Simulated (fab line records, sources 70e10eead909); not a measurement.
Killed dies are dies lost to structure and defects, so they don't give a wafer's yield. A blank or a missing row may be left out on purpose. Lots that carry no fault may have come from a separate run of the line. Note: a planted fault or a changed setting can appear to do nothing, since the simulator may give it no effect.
Commonality check across tools / flow nand harc / Sampled: 8 lots, 24 wafers

WHY THIS WAS OPENED
At NHARC_END_SORT_01 the reading killed at array is flagged on 3 of 8 lots. Fault-free wafers read 58, with a standard deviation of 15.
Rule: flag the lot when none of its wafers has a number, or when each of its wafers that has one lies beyond 4 standard deviations from that mean. As for the other lots, they are considered sound.

lot=L748; measured=day 27 07:34; on=prober-02; killed at array, wafer by wafer=676 674 677; flag=FLAGGED
lot=L751; measured=day 27 15:46; on=prober-01; killed at array, wafer by wafer=70 57 48; flag=
lot=L749; measured=day 27 20:07; on=prober-02; killed at array, wafer by wafer=667 671 669; flag=FLAGGED
lot=L750; measured=day 28 04:44; on=prober-02; killed at array, wafer by wafer=670 671 671; flag=FLAGGED
lot=L757; measured=day 30 11:59; on=prober-01; killed at array, wafer by wafer=52 62 57; flag=
lot=L756; measured=day 31 03:28; on=prober-01; killed at array, wafer by wafer=34 31 38; flag=
lot=L759; measured=day 31 13:25; on=prober-01; killed at array, wafer by wafer=72 62 65; flag=
lot=L761; measured=day 31 14:07; on=prober-02; killed at array, wafer by wafer=63 60 91; flag=
Average over the flagged lots: 672; offset from the usual +614, equal to +41 standard deviations.

WHICH TOOL RAN EACH LOT
4 process steps preceding the reading are held in the record, out of 1302 steps in the route. Each cell gives the tool, then ch followed by the chambers the sampled wafers passed through, then the start.
lot=L748; flag=FLAGGED; NHARC_A_STAIRCASE_STRIP_171=plasma asher-01 ch 0,1, day 18 01:19; NHARC_A_STAIRCASE_TRIM_12=rie diel-12 ch 0,2,3, day 18 03:04; NHARC_A_STAIRCASE_TRIM_14=rie diel-12 ch 0,1,2, day 18 04:35 or earlier; NHARC_A_STAIRCASE_ETCH_15=rie diel-12 ch 0,2,3, day 18 04:35
lot=L751; flag=; NHARC_A_STAIRCASE_STRIP_171=plasma asher-01 ch 0,1, day 18 22:55; NHARC_A_STAIRCASE_TRIM_12=rie diel-11 ch 1,3, day 19 00:28; NHARC_A_STAIRCASE_TRIM_14=rie diel-04 ch 0,1,2, day 19 00:53 or earlier; NHARC_A_STAIRCASE_ETCH_15=rie diel-04 ch 0,1,3, day 19 00:53
lot=L749; flag=FLAGGED; NHARC_A_STAIRCASE_STRIP_171=plasma asher-01 ch 0,1, day 18 09:58; NHARC_A_STAIRCASE_TRIM_12=rie diel-12 ch 1,3, day 18 11:26; NHARC_A_STAIRCASE_TRIM_14=rie diel-12 ch 1,2,3, day 18 11:50 or earlier; NHARC_A_STAIRCASE_ETCH_15=rie diel-12 ch 0,1,3, day 18 11:50
lot=L750; flag=FLAGGED; NHARC_A_STAIRCASE_STRIP_171=plasma asher-02 ch 0,1, day 18 13:26; NHARC_A_STAIRCASE_TRIM_12=rie diel-04 ch 2,3, day 18 15:04; NHARC_A_STAIRCASE_TRIM_14=rie diel-04 ch 1,2,3, day 18 15:38 or earlier; NHARC_A_STAIRCASE_ETCH_15=rie diel-04 ch 2,3, day 18 15:38
lot=L757; flag=; NHARC_A_STAIRCASE_STRIP_171=plasma asher-02 ch 0,1, day 21 13:03; NHARC_A_STAIRCASE_TRIM_12=rie diel-04 ch 0,2,3, day 21 14:33; NHARC_A_STAIRCASE_TRIM_14=rie diel-04 ch 2,3, day 21 15:00 or earlier; NHARC_A_STAIRCASE_ETCH_15=rie diel-04 ch 0,2, day 21 15:00
lot=L756; flag=; NHARC_A_STAIRCASE_STRIP_171=plasma asher-01 ch 0,1, day 22 03:52; NHARC_A_STAIRCASE_TRIM_12=rie diel-04 ch 0,1,2, day 22 05:20; NHARC_A_STAIRCASE_TRIM_14=rie diel-04 ch 1,2,3, day 22 05:43 or earlier; NHARC_A_STAIRCASE_ETCH_15=rie diel-04 ch 0,1,2, day 22 05:43
lot=L759; flag=; NHARC_A_STAIRCASE_STRIP_171=plasma asher-01 ch 1, day 22 14:11; NHARC_A_STAIRCASE_TRIM_12=rie diel-04 ch 2,3, day 22 15:51; NHARC_A_STAIRCASE_TRIM_14=rie diel-04 ch 0,1,2, day 22 16:16 or earlier; NHARC_A_STAIRCASE_ETCH_15=rie diel-04 ch 0,1, day 22 16:16
lot=L761; flag=; NHARC_A_STAIRCASE_STRIP_171=plasma asher-02 ch 0,1, day 23 04:11; NHARC_A_STAIRCASE_TRIM_12=rie diel-04 ch 0,1,3, day 23 05:49; NHARC_A_STAIRCASE_TRIM_14=rie diel-04 ch 1,2,3, day 23 06:11 or earlier; NHARC_A_STAIRCASE_ETCH_15=rie diel-04 ch 1,3, day 23 06:11
What the steps here do:
- NHARC_A_STAIRCASE_STRIP_171: strips in O2.
- NHARC_A_STAIRCASE_TRIM_12: chemistry O2, time 211.2 s.
- NHARC_A_STAIRCASE_TRIM_14: chemistry O2, time 211.2 s.
- NHARC_A_STAIRCASE_ETCH_15: etches the open film in C4F8/O2, target depth 100 nm, time 40.5 s.
- NHARC_END_SORT_01

FLAGGED AGAINST TOTAL, ONE TOOL AT A TIME (gauges that did the reading follow at the end)
step=NHARC_A_STAIRCASE_STRIP_171; tool=plasma asher-01; lots run=5; flagged=2; share of the flagged lots=some; sound lots run after its first flagged lot=3 (L751,L756,L759)
step=NHARC_A_STAIRCASE_STRIP_171; tool=plasma asher-02; lots run=3; flagged=1; share of the flagged lots=some; sound lots run after its first flagged lot=2 (L757,L761)
step=NHARC_A_STAIRCASE_TRIM_12; tool=rie diel-04; lots run=5; flagged=1; share of the flagged lots=some; sound lots run after its first flagged lot=4 (L757,L756,L759,L761)
step=NHARC_A_STAIRCASE_TRIM_12; tool=rie diel-11; lots run=1; flagged=0; share of the flagged lots=none; sound lots run after its first flagged lot=-
step=NHARC_A_STAIRCASE_TRIM_12; tool=rie diel-12; lots run=2; flagged=2; share of the flagged lots=some; sound lots run after its first flagged lot=0
step=NHARC_A_STAIRCASE_TRIM_14; tool=rie diel-04; lots run=6; flagged=1; share of the flagged lots=some; sound lots run after its first flagged lot=5 (L751,L757,L756,L759,L761)
step=NHARC_A_STAIRCASE_TRIM_14; tool=rie diel-12; lots run=2; flagged=2; share of the flagged lots=some; sound lots run after its first flagged lot=0
step=NHARC_A_STAIRCASE_ETCH_15; tool=rie diel-04; lots run=6; flagged=1; share of the flagged lots=some; sound lots run after its first flagged lot=5 (L751,L757,L756,L759,L761)
step=NHARC_A_STAIRCASE_ETCH_15; tool=rie diel-12; lots run=2; flagged=2; share of the flagged lots=some; sound lots run after its first flagged lot=0
step=NHARC_END_SORT_01; tool=prober-01; lots run=4; flagged=0; share of the flagged lots=none; sound lots run after its first flagged lot=-
step=NHARC_END_SORT_01; tool=prober-02; lots run=4; flagged=3; share of the flagged lots=all; sound lots run after its first flagged lot=1 (L761)
NHARC_A_STAIRCASE_TRIM_14: start missing for some lots; hours and lot order therefore follow NHARC_A_STAIRCASE_ETCH_15.

WHAT THE TABLE PERMITS
All flagged lots share 1 row of the table, namely prober-02 at NHARC_END_SORT_01.
- prober-02 at NHARC_END_SORT_01: 3 of its 4 lots flagged. After the first flagged lot (L761), sound lots still ran on it; a lasting fault on the whole tool would not permit that.
Every row of the table either missed a flagged lot or ran a sound lot after the first.

WHAT THE SIMULATOR HAD PUT IN
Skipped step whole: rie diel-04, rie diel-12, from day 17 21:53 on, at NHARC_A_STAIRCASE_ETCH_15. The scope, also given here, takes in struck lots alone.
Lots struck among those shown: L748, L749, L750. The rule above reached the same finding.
